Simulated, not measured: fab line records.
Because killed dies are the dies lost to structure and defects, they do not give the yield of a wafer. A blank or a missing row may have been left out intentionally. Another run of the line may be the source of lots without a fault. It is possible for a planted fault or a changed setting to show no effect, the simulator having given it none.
Chamber matching / flow n5Finfet / rieDiel-05 running N5_FIN_CUT_ETCH_30: 4 sister chambers
The step etches underlayer in N2/H2, target depth 13 nm, time 10.4 s. 20 wafers are shown with their chamber, then 10 later ones without.

WAFERS, EACH WITH ITS CHAMBER
wafer=L078.1; chamber=2; drypumpMotorCurrentA (A)=5.7; throttleValvePct (%)=17.4; showerheadPlenumPTorr (Torr)=2.62
wafer=L078.2; chamber=1; drypumpMotorCurrentA (A)=5.8; throttleValvePct (%)=18.0; showerheadPlenumPTorr (Torr)=2.44
wafer=L078.4; chamber=0; drypumpMotorCurrentA (A)=5.5; throttleValvePct (%)=17.1; showerheadPlenumPTorr (Torr)=2.59
wafer=L079.2; chamber=0; drypumpMotorCurrentA (A)=5.5; throttleValvePct (%)=17.1; showerheadPlenumPTorr (Torr)=2.59
wafer=L079.3; chamber=1; drypumpMotorCurrentA (A)=5.8; throttleValvePct (%)=18.0; showerheadPlenumPTorr (Torr)=2.43
wafer=L079.5; chamber=0; drypumpMotorCurrentA (A)=5.5; throttleValvePct (%)=17.1; showerheadPlenumPTorr (Torr)=2.59
wafer=L081.2; chamber=0; drypumpMotorCurrentA (A)=5.5; throttleValvePct (%)=17.1; showerheadPlenumPTorr (Torr)=2.59
wafer=L081.3; chamber=2; drypumpMotorCurrentA (A)=5.7; throttleValvePct (%)=17.4; showerheadPlenumPTorr (Torr)=2.62
wafer=L081.5; chamber=3; drypumpMotorCurrentA (A)=5.0; throttleValvePct (%)=17.5; showerheadPlenumPTorr (Torr)=2.51
wafer=L083.1; chamber=1; drypumpMotorCurrentA (A)=5.8; throttleValvePct (%)=18.0; showerheadPlenumPTorr (Torr)=2.43
wafer=L083.2; chamber=2; drypumpMotorCurrentA (A)=5.7; throttleValvePct (%)=17.4; showerheadPlenumPTorr (Torr)=2.61
wafer=L083.5; chamber=0; drypumpMotorCurrentA (A)=5.5; throttleValvePct (%)=17.1; showerheadPlenumPTorr (Torr)=2.58
wafer=L087.3; chamber=0; drypumpMotorCurrentA (A)=5.5; throttleValvePct (%)=17.1; showerheadPlenumPTorr (Torr)=2.58
wafer=L087.4; chamber=3; drypumpMotorCurrentA (A)=5.0; throttleValvePct (%)=17.6; showerheadPlenumPTorr (Torr)=2.50
wafer=L087.6; chamber=2; drypumpMotorCurrentA (A)=5.7; throttleValvePct (%)=17.4; showerheadPlenumPTorr (Torr)=2.61
wafer=L088.3; chamber=3; drypumpMotorCurrentA (A)=5.0; throttleValvePct (%)=17.6; showerheadPlenumPTorr (Torr)=2.50
wafer=L088.5; chamber=1; drypumpMotorCurrentA (A)=5.8; throttleValvePct (%)=18.0; showerheadPlenumPTorr (Torr)=2.43
wafer=L088.6; chamber=0; drypumpMotorCurrentA (A)=5.5; throttleValvePct (%)=17.1; showerheadPlenumPTorr (Torr)=2.58
wafer=L094.1; chamber=0; drypumpMotorCurrentA (A)=5.4; throttleValvePct (%)=17.1; showerheadPlenumPTorr (Torr)=2.58
wafer=L094.2; chamber=3; drypumpMotorCurrentA (A)=5.0; throttleValvePct (%)=17.6; showerheadPlenumPTorr (Torr)=2.50

SIGNATURES (means of the wafers above)
reading=drypumpMotorCurrentA; chamber 0=5.487; chamber 1=5.800; chamber 2=5.700; chamber 3=5.000; scatter within a chamber=0.0234
reading=throttleValvePct; chamber 0=17.100; chamber 1=18.000; chamber 2=17.400; chamber 3=17.575; scatter within a chamber=0.0217
reading=showerheadPlenumPTorr; chamber 0=2.5850; chamber 1=2.4325; chamber 2=2.6150; chamber 3=2.5025; scatter within a chamber=0.0053
Rule: a wafer's distance from a chamber is the root of the sum, over the readings, of the square of ((its reading less the chamber's mean) divided by the reading's scatter). If the next closest chamber is less than 2 further off than the closest, the wafer can't be placed; otherwise it belongs to the closest. The scatter: take each reading less its chamber's mean, square it, sum over the shown wafers, divide by the number of wafers less the number of chambers, and take the root.

WAFERS WITH NO CHAMBER GIVEN
wafer=L094.6; drypumpMotorCurrentA (A)=5.5; throttleValvePct (%)=17.1; showerheadPlenumPTorr (Torr)=2.58
wafer=L095.1; drypumpMotorCurrentA (A)=5.8; throttleValvePct (%)=18.1; showerheadPlenumPTorr (Torr)=2.42
wafer=L095.5; drypumpMotorCurrentA (A)=5.8; throttleValvePct (%)=18.0; showerheadPlenumPTorr (Torr)=2.42
wafer=L095.6; drypumpMotorCurrentA (A)=5.5; throttleValvePct (%)=17.1; showerheadPlenumPTorr (Torr)=2.57
wafer=L096.1; drypumpMotorCurrentA (A)=5.7; throttleValvePct (%)=17.4; showerheadPlenumPTorr (Torr)=2.61
wafer=L096.2; drypumpMotorCurrentA (A)=5.5; throttleValvePct (%)=17.1; showerheadPlenumPTorr (Torr)=2.57
wafer=L096.6; drypumpMotorCurrentA (A)=5.7; throttleValvePct (%)=17.4; showerheadPlenumPTorr (Torr)=2.61
wafer=L097.1; drypumpMotorCurrentA (A)=5.7; throttleValvePct (%)=17.4; showerheadPlenumPTorr (Torr)=2.60
wafer=L097.3; drypumpMotorCurrentA (A)=5.8; throttleValvePct (%)=18.1; showerheadPlenumPTorr (Torr)=2.42
wafer=L097.5; drypumpMotorCurrentA (A)=5.8; throttleValvePct (%)=18.1; showerheadPlenumPTorr (Torr)=2.42

THE CHAMBER EACH PASSED THROUGH
wafer=L094.6; from the rows above=0; in truth=0
wafer=L095.1; from the rows above=1; in truth=1
wafer=L095.5; from the rows above=1; in truth=1
wafer=L095.6; from the rows above=0; in truth=0
wafer=L096.1; from the rows above=2; in truth=2
wafer=L096.2; from the rows above=0; in truth=0
wafer=L096.6; from the rows above=2; in truth=2
wafer=L097.1; from the rows above=2; in truth=2
wafer=L097.3; from the rows above=1; in truth=1
wafer=L097.5; from the rows above=1; in truth=1
10 of 10 placed correctly. Number that these rows cannot place: 0. Number placed wrongly: 0.
